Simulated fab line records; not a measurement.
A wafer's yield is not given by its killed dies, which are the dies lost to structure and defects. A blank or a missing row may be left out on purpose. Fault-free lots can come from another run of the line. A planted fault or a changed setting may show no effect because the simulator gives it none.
Problem report in the 8D (eight disciplines) form, filled by code -- flow nand harc -- the parts of the form that need people (team, actions taken, sign-off) are left out

1. THE ISSUE
Mean of heater power total W at NHARC_A_M0_SOFTBAKE_04: 174.99 W across 6 wafers in 2 lots; on wafers with no fault it is 188.44 W (standard deviation 0.13). That is -99 or more standard deviations from the usual mean.
The step: time 55 s.
The first sign was on wafer L937.2 at day 30 05:00, on litho track-01. Wafers with a number at this step in the record: 39, from 13 lots. The rule behind "out" and "out of limits": a value lying over 4 standard deviations away from the usual mean. All remaining wafers that have a number are taken as sound.

2. WHAT IT IS; WHAT IT IS NOT
question,is,is not
which readings at this step,heater power total W,plate temp C
which lots,"L937, L938","L920, L921, L922, L923, L924, L927, L929, L930, L931, L932, L934"
which wafers of those lots,all that have a number,-
read on which tools,litho track-01,"litho track-04, litho track-06"
when,from day 30 05:00,up to then (33 sound wafers)

3. WHAT RULES OUT EACH SUSPECT
Counting: any tool at a process step up to the reading is kept as a suspect provided that every lot that is out went through it and no sound lot did after the first of them.
- litho track-01 at NHARC_A_M0_SOFTBAKE_04 (time 55 s): kept. Every lot that is out went through it, starting with L937 (day 30 05:00), and after that it ran no sound lot; the last sound lot it ran before then is L929 (day 26 20:00). Its own readings are out on those wafers: heater power total W.
Remaining after the count: litho track-01 at NHARC_A_M0_SOFTBAKE_04.

4. THE CAUSE (what the simulator had put in)
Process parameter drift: litho track-01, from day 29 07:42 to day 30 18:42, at NHARC_A_M0_SOFTBAKE_04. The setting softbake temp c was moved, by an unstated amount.
Counting left only this tool.

5. SEQUENCE OF EFFECTS, ordered by route
One row per reading whose mean, taken over the struck wafers that have a number, lies over 3 standard deviations from the usual. Only readings for which the record gives a usual standard deviation are gone through. hours: the time from each lot's start at the first step in this table that gives one to its start at this step, as a median over the lots. sigmas: the change in usual standard deviations.
hours,step,reading,usual,on struck wafers,change,sigmas
0,NHARC_A_M0_SOFTBAKE_04,heater power total W,188.44 W,174.99,-13.45,-99 or more
It contains these process steps:
- NHARC_A_M0_SOFTBAKE_04: time 55 s.
At these later measuring or inspecting steps, every struck wafer for which the step has a row has a number for every such reading, and none has moved that far: NHARC_A_M0_INSPECT_27.

6. WHAT WOULD HAVE CAUGHT IT SOONER
In this record no reading fell out of limits until day 30 05:00, 21 hours after the fault had begun at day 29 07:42.
